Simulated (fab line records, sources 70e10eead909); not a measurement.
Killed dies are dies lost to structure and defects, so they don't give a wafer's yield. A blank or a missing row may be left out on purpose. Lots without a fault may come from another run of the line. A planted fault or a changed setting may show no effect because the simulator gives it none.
Chamber matching | flow nand_harc | NHARC_A_ONON_D1_DEP_33 on pecvd-04: 3 sister chambers
The step deposits SiO2, target thk 200 nm. 3 wafers are shown with their chamber, then 7 later ones without.

WAFERS WITH THEIR CHAMBER
wafer  | chamber | throttle_valve_pct (%)
L656.5 | 2       | 16.3
L660.1 | 0       | 15.6
L660.4 | 1       | 15.9

WAFERS WITHOUT THEIR CHAMBER
wafer  | throttle_valve_pct (%)
L660.6 | 16.4
L662.1 | 15.7
L662.3 | 16.2
L662.6 | 16.1
L663.1 | 16.8
L663.2 | 16.1
L663.3 | 15.8

WHICH CHAMBER EACH WENT THROUGH
wafer  | from the rows above          | in truth
L660.6 | can't be placed: 2 or 1      | 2
L662.1 | can't be placed: 0 or 1      | 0
L662.3 | can't be placed: 2 or 1      | 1
L662.6 | can't be placed: 2 or 1 or 0 | 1
L663.1 | can't be placed: 2 or 1      | 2
L663.2 | can't be placed: 2 or 1 or 0 | 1
L663.3 | can't be placed: 1 or 0 or 2 | 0
Placed correctly: 0 of 7. Can't be placed from these rows: 7 (the true chamber is among the candidates in 7). Placed wrongly: 0.
How it was worked out, from the rows above alone: a wafer's distance from a chamber is the root of the sum, over the readings, of the square of ((its reading less the chamber's mean) divided by the reading's scatter). The wafer belongs to the nearest chamber; if the next one is less than 2 further off, it can't be placed. A chamber's mean is the mean of its shown wafers. The scatter: with one shown wafer a chamber, the root of the mean of the squares of how far each hidden wafer lies from its nearest shown one.
